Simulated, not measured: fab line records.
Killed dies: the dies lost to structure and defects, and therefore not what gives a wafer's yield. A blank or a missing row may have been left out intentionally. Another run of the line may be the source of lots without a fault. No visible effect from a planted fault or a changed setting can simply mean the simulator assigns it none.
Matching of chambers | flow n5Finfet | N5_HKMG_FIN_ALD_75 on aldHk-02: 4 sister chambers
The step deposits Al2O3, target thk 1 nm, co reactant pulse time 1 s. 14 wafers are shown with their chamber, then 7 later ones without.

== WAFERS PAIRED WITH THEIR CHAMBERS ==
wafer  | chamber | heaterPowerW (W) | precursorPulseHeightRel
L074.2 | 3       | 147              | 1.018
L074.3 | 2       | 145              | 1.001
L074.4 | 0       | 146              | 1.010
L080.4 | 0       | 142              | 0.999
L080.5 | 0       | 140              | 1.008
L080.6 | 3       | 148              | 0.995
L081.1 | 2       | 145              | 0.987
L081.2 | 3       | 148              | 1.050
L081.5 | 2       | 146              | 0.978
L083.1 | 3       | 150              | 0.983
L083.3 | 1       | 162              | 0.986
L083.5 | 1       | 166              | 0.995
L086.2 | 3       | 148              | 0.992
L086.5 | 0       | 145              | 0.984

SIGNATURES (means of the wafers above)
reading                 | chamber 0 | chamber 1 | chamber 2 | chamber 3 | scatter within a chamber
heaterPowerW            | 143.25    | 164.00    | 145.33    | 148.20    | 1.9
precursorPulseHeightRel | 1.00025   | 0.99050   | 0.98867   | 1.00760   | 0.0191
Rule: for each reading, subtract the chamber's mean from the wafer's reading, divide by that reading's scatter and square the result; add these up over the readings and take the root, which gives the wafer's distance from the chamber. If the next closest chamber is less than 2 further off than the closest, the wafer can't be placed; otherwise it belongs to the closest. How the scatter is found: for the shown wafers, subtract from each reading the mean of its chamber, square and add these, divide the total by (wafers less chambers), then take the root.

== WAFERS MISSING THEIR CHAMBER ==
wafer  | heaterPowerW (W) | precursorPulseHeightRel
L086.6 | 150              | 0.999
L087.1 | 147              | 1.002
L087.4 | 165              | 0.975
L087.5 | 145              | 0.968
L090.3 | 167              | 0.999
L090.5 | 166              | 1.016
L090.6 | 140              | 0.994

== EACH ONE'S CHAMBER ==
wafer  | from the rows above          | in truth
L086.6 | can't be placed: 3 or 2      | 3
L087.1 | can't be placed: 3 or 2 or 0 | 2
L087.4 | 1                            | 1
L087.5 | can't be placed: 2 or 0 or 3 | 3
L090.3 | 1                            | 1
L090.5 | 1                            | 1
L090.6 | can't be placed: 0 or 2      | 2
3 of 7 placed correctly. These rows do not allow placing 4 (true chamber among the candidates in 4). Wrongly placed: 0.
